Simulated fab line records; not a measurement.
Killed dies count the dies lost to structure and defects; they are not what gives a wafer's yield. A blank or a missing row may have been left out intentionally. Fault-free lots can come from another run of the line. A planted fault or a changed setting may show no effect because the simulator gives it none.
Which of the tools did it? + flow n5Finfet + 9 lots with 27 wafers sampled at 6 steps, on a route of 1938 steps

## WHAT THE GAUGES READ, wafer by wafer
N5_BEOL_M0_OCD_MEAS_108. Usual: trenchDepthNm 32.8 nm, standard deviation 0.82.
| lot  | measured     | on     | trenchDepthNm (nm) | flag |
|------|--------------|--------|--------------------|------|
| L398 | day 6 19:02  | ocd-01 | 32.2 33.4 31.7     |      |
| L399 | day 6 19:46  | ocd-01 | 32.3 31.2 31.0     |      |
| L401 | day 7 12:52  | ocd-02 | 33.0 31.8 32.9     |      |
| L403 | day 8 05:29  | ocd-02 | 34.0 33.7 32.2     |      |
| L410 | day 9 16:05  | ocd-01 | 0.3 0 0            | OFF  |
| L411 | day 9 18:23  | ocd-01 | 0 0 0              | OFF  |
| L416 | day 11 08:07 | ocd-02 | 33.2 31.9 33.1     |      |
| L417 | day 11 09:01 | ocd-01 | 33.4 34.2 33.9     |      |
| L418 | day 11 09:17 | ocd-02 | 33.8 32.9 33.4     |      |

N5_BEOL_M4_RC_MEAS_101. Usual: DIBL_N 36.8 mV/V, standard deviation 1.9; DIBL_P 36.5 mV/V, standard deviation 2.1; IOFF_N 0.17 nA/um, standard deviation 0.038; IOFF_P 0.22 nA/um, standard deviation 0.039; ION_N 675 uA/um, standard deviation 12; ION_P 463 uA/um, standard deviation 7.4; SS_N 71.6 mV/dec, standard deviation 0.71; SS_P 73.4 mV/dec, standard deviation 0.72; VT_N 249 mV, standard deviation 3.3; VT_P -250 mV, standard deviation 3.3.
| lot  | measured     | on        | DIBL_N (mV/V)  | DIBL_P (mV/V)  | IOFF_N (nA/um) | IOFF_P (nA/um) | ION_N (uA/um) | ION_P (uA/um) | SS_N (mV/dec)  | SS_P (mV/dec)  | VT_N (mV)   | VT_P (mV)      | flag |
|------|--------------|-----------|----------------|----------------|----------------|----------------|---------------|---------------|----------------|----------------|-------------|----------------|------|
| L398 | day 9 03:22  | prober-01 | 34.4 33.6 34.9 | 35.3 34.6 35.1 | 0.14 0.13 0.15 | 0.19 0.18 0.19 | 671 657 670   | 453 455 455   | 70.9 71.0 70.8 | 73.0 72.9 73.9 | 250 252 253 | -252 -251 -251 |      |
| L399 | day 9 05:13  | prober-01 | 34.9 35.7 32.1 | 33.1 34.4 30.7 | 0.12 0.13 0.10 | 0.15 0.16 0.13 | 653 665 645   | 449 455 447   | 71.0 71.1 70.5 | 72.1 72.6 72.0 | 254 255 255 | -257 -255 -255 |      |
| L401 | day 10 21:26 | prober-02 | 33.6 36.5 37.0 | 33.0 35.9 37.0 | 0.12 0.16 0.17 | 0.16 0.20 0.21 | 654 667 657   | 458 456 452   | 70.5 71.6 71.3 | 72.4 73.9 74.4 | 253 250 249 | -254 -252 -250 |      |
| L403 | day 10 19:06 | prober-02 | 39.0 38.3 37.9 | 39.6 36.4 38.0 | 0.23 0.20 0.19 | 0.31 0.22 0.25 | 690 682 688   | 478 459 473   | 72.3 71.7 71.8 | 73.2 72.7 73.6 | 242 248 246 | -245 -250 -247 |      |
| L416 | day 15 02:19 | prober-01 | 36.0 39.1 37.1 | 36.2 39.6 37.7 | 0.15 0.19 0.17 | 0.20 0.25 0.24 | 674 679 675   | 460 459 464   | 71.2 72.2 72.1 | 72.9 74.1 73.0 | 249 246 249 | -252 -249 -252 |      |
| L417 | day 15 01:47 | prober-02 | 38.5 41.7 36.9 | 38.1 40.6 34.9 | 0.20 0.28 0.16 | 0.25 0.31 0.20 | 698 685 680   | 472 470 465   | 72.2 72.6 71.7 | 73.8 74.5 73.5 | 244 242 250 | -247 -245 -251 |      |
| L418 | day 14 21:04 | prober-01 | 36.3 36.0 35.1 | 35.6 34.3 33.1 | 0.14 0.12 0.12 | 0.21 0.19 0.18 | 661 661 654   | 463 462 457   | 71.8 70.5 70.5 | 72.3 72.2 72.3 | 252 254 254 | -248 -251 -250 |      |

## WHAT TOOL EACH LOT RAN ON (gives the tool, then ch and the chambers of the sampled wafers, and finally the start)
| lot  | N5_BEOL_M0_SAQP_ALD_48           | N5_BEOL_M0_CUTY_ETCH_63           | N5_BEOL_M0_TRENCH_ETCH_107        | N5_BEOL_M0_PRE_CLEAN_113    |
|------|----------------------------------|-----------------------------------|-----------------------------------|-----------------------------|
| L398 | aldSin-01 ch 0,1,3, day 6 16:17  | rieDiel-03 ch 2,3, day 6 17:20    | rieDiel-01 ch 1,3, day 6 18:56    | pvdSputter-03, day 6 19:45  |
| L399 | aldSin-01 ch 0,1, day 6 17:23    | rieDiel-01 ch 1,2, day 6 18:35    | rieDiel-01 ch 0,2,3, day 6 19:40  | pvdSputter-03, day 6 21:07  |
| L401 | aldSin-02 ch 0,2,3, day 7 08:25  | rieDiel-03 ch 0,1,3, day 7 09:45  | rieDiel-04 ch 0,1,3, day 7 12:45  | pvdSputter-01, day 7 15:08  |
| L403 | aldSin-02 ch 0,1,2, day 8 02:01  | rieDiel-01 ch 0,1,3, day 8 03:13  | rieDiel-03 ch 0,1,2, day 8 05:23  | pvdSputter-03, day 8 07:50  |
| L410 | aldSin-03 ch 2,3, day 9 11:48    | rieDiel-01 ch 0,1, day 9 13:02    | rieDiel-01 ch 0,1,3, day 9 15:58  | pvdSputter-03, day 9 16:59  |
| L411 | aldSin-01 ch 0,1,2, day 9 15:01  | rieDiel-03 ch 0,2,3, day 9 16:21  | rieDiel-04 ch 0,2,3, day 9 18:17  | pvdSputter-01, day 9 19:22  |
| L416 | aldSin-03 ch 0,1,3, day 11 00:30 | rieDiel-03 ch 1,3, day 11 01:42   | rieDiel-04 ch 2,3, day 11 08:01   | pvdSputter-01, day 11 09:03 |
| L417 | aldSin-02 ch 0,2, day 11 06:12   | rieDiel-03 ch 0,2,3, day 11 07:23 | rieDiel-03 ch 2,3, day 11 08:55   | pvdSputter-03, day 11 09:20 |
| L418 | aldSin-01 ch 1,2,3, day 11 07:09 | rieDiel-01 ch 0,1,3, day 11 08:22 | rieDiel-03 ch 0,1,3, day 11 09:11 | pvdSputter-01, day 11 09:51 |
- N5_BEOL_M0_SAQP_ALD_48: deposits SiO2, target thk 20 nm, pulse time 1 s, co reactant pulse time 1 s.
- N5_BEOL_M0_CUTY_ETCH_63: etches SOC in N2/H2, target depth 82.7 nm, overetch 16.5 nm, time 124 s.
- N5_BEOL_M0_TRENCH_ETCH_107: etches SiOC in C4F6/O2, target depth 32.8 nm, time 16.4 s.
- N5_BEOL_M0_PRE_CLEAN_113: time 30 s.

## AS READ BY THE TOOLS THEMSELVES (means over the sampled wafers that have a number; for cases with no such wafer, the mark the record gives instead)
N5_BEOL_M0_SAQP_ALD_48. Usual: heaterPowerW 77 W, standard deviation 4.8; precursorPulseHeightRel 0.999, standard deviation 0.024.
| lot  | tool      | heaterPowerW (W) | precursorPulseHeightRel | flag |
|------|-----------|------------------|-------------------------|------|
| L398 | aldSin-01 | 72               | 0.995                   |      |
| L399 | aldSin-01 | 71               | 0.997                   |      |
| L401 | aldSin-02 | 80               | 1.026                   |      |
| L403 | aldSin-02 | 77               | 1.006                   |      |
| L410 | aldSin-03 | 79               | 0.993                   |      |
| L411 | aldSin-01 | 77               | 1.027                   |      |
| L416 | aldSin-03 | 73               | 1.000                   |      |
| L417 | aldSin-02 | 77               | 0.995                   |      |
| L418 | aldSin-01 | 73               | 1.008                   |      |

N5_BEOL_M0_CUTY_ETCH_63. Usual: biasW 150.0 W (standard deviation 0.44); chamberPressureMTorr 29.999 mTorr (standard deviation 0.027); drypumpMotorCurrentA 5.47 A (standard deviation 0.29); oesProductAu 0.65 a.u. (standard deviation 0.079); rfVppV 524.1 V (standard deviation 2.8); showerheadPlenumPTorr 2.55 Torr (standard deviation 0.098); throttleValvePct 17.75 % (standard deviation 0.22).
| lot  | tool       | biasW (W) | chamberPressureMTorr (mTorr) | drypumpMotorCurrentA (A) | oesProductAu (a.u.) | rfVppV (V) | showerheadPlenumPTorr (Torr) | throttleValvePct (%) | flag |
|------|------------|-----------|------------------------------|--------------------------|---------------------|------------|------------------------------|----------------------|------|
| L398 | rieDiel-03 | 150.0     | 29.992                       | 5.10                     | 0.76                | 528.5      | 2.68                         | 17.77                |      |
| L399 | rieDiel-01 | 150.1     | 30.022                       | 5.68                     | 0.59                | 520.3      | 2.41                         | 17.76                |      |
| L401 | rieDiel-03 | 150.1     | 29.996                       | 5.70                     | 0.68                | 525.2      | 2.61                         | 17.71                |      |
| L403 | rieDiel-01 | 149.9     | 29.988                       | 5.40                     | 0.63                | 523.4      | 2.50                         | 17.69                |      |
| L410 | rieDiel-01 | 149.8     | 29.996                       | 5.54                     | 0.57                | 521.7      | 2.47                         | 17.80                |      |
| L411 | rieDiel-03 | 149.7     | 29.957                       | 5.39                     | 0.72                | 526.3      | 2.63                         | 17.65                |      |
| L416 | rieDiel-03 | 150.0     | 30.000                       | 5.57                     | 0.71                | 525.2      | 2.58                         | 17.80                |      |
| L417 | rieDiel-03 | 149.7     | 30.043                       | 5.40                     | 0.70                | 525.5      | 2.62                         | 17.68                |      |
| L418 | rieDiel-01 | 149.7     | 30.000                       | 5.41                     | 0.61                | 523.2      | 2.49                         | 17.76                |      |

N5_BEOL_M0_TRENCH_ETCH_107. Usual: C4F6_flow_sccm 10.00 sccm, standard deviation 0.031; O2_flow_sccm 9.99 sccm, standard deviation 0.03; drypumpMotorCurrentA 5.50 A, standard deviation 0.29; mfcArSccm 299.9 sccm, standard deviation 0.87; oesProductAu 0.78 a.u., standard deviation 0.1; rfVppV 658 V, standard deviation 9.4; showerheadPlenumPTorr 2.83 Torr, standard deviation 0.094; throttleValvePct 20.75 %, standard deviation 0.22.
| lot  | tool       | C4F6_flow_sccm (sccm) | O2_flow_sccm (sccm) | drypumpMotorCurrentA (A) | mfcArSccm (sccm) | oesProductAu (a.u.) | rfVppV (V) | showerheadPlenumPTorr (Torr) | throttleValvePct (%) | flag |
|------|------------|-----------------------|---------------------|--------------------------|------------------|---------------------|------------|------------------------------|----------------------|------|
| L398 | rieDiel-01 | 9.97                  | 10.01               | 5.50                     | 300.4            | 0.77                | 665        | 2.73                         | 20.67                |      |
| L399 | rieDiel-01 | 10.00                 | 9.99                | 5.46                     | 299.9            | 0.78                | 657        | 2.81                         | 20.76                |      |
| L401 | rieDiel-04 | 10.01                 | 9.97                | 5.55                     | 300.0            | 0.73                | 659        | 2.79                         | 20.80                |      |
| L403 | rieDiel-03 | 9.97                  | 9.98                | 5.53                     | 299.8            | 0.86                | 657        | 2.97                         | 20.82                |      |
| L410 | rieDiel-01 | -                     | -                   | -                        | -                | -                   | -          | -                            | -                    | OFF  |
| L411 | rieDiel-04 | -                     | -                   | -                        | -                | -                   | -          | -                            | -                    | OFF  |
| L416 | rieDiel-04 | 10.04                 | 9.99                | 5.34                     | 299.7            | 0.85                | 661        | 2.79                         | 20.49                |      |
| L417 | rieDiel-03 | 9.99                  | 10.01               | 5.09                     | 300.0            | 0.87                | 645        | 2.97                         | 20.91                |      |
| L418 | rieDiel-03 | 10.00                 | 9.99                | 5.69                     | 300.3            | 0.90                | 651        | 2.90                         | 20.68                |      |

N5_BEOL_M0_PRE_CLEAN_113. Usual: heaterPowerW 341 W, standard deviation 23.
| lot  | tool          | heaterPowerW (W) | flag |
|------|---------------|------------------|------|
| L398 | pvdSputter-03 | 331              |      |
| L399 | pvdSputter-03 | 342              |      |
| L401 | pvdSputter-01 | 340              |      |
| L403 | pvdSputter-03 | 334              |      |
| L410 | pvdSputter-03 | 346              |      |
| L411 | pvdSputter-01 | 336              |      |
| L416 | pvdSputter-01 | 329              |      |
| L417 | pvdSputter-03 | 343              |      |
| L418 | pvdSputter-01 | 331              |      |

## THE ANSWER, worked out from the rows above alone
Rule: a lot is off if the mean of its wafers that have a number lies more than 3 standard deviations from the usual mean. A lot without any number at a reading at which 4 lots or more have one is off too. Where the step has rows for the other lots, those lots are counted as sound. Order of review: gauges by route order, followed by the tools' own readings, for which a lot's mean as printed above is used. The first step at which some lot is off is used, and at that step the reading that is off furthest; a lot without a number counts as furthest.
Off at N5_BEOL_M0_OCD_MEAS_108 (trenchDepthNm): L410, L411.
A tool fits if, at a process step before that reading, it ran every lot that is off, and no sound lot after the first of them. Not tried: the gauges at N5_BEOL_M0_OCD_MEAS_108; whatever is off there is also off at N5_BEOL_M0_TRENCH_ETCH_107, on other tools, and gauge error can't account for it. None of those tried fits.

## WHAT THE SIMULATOR HAD INSERTED
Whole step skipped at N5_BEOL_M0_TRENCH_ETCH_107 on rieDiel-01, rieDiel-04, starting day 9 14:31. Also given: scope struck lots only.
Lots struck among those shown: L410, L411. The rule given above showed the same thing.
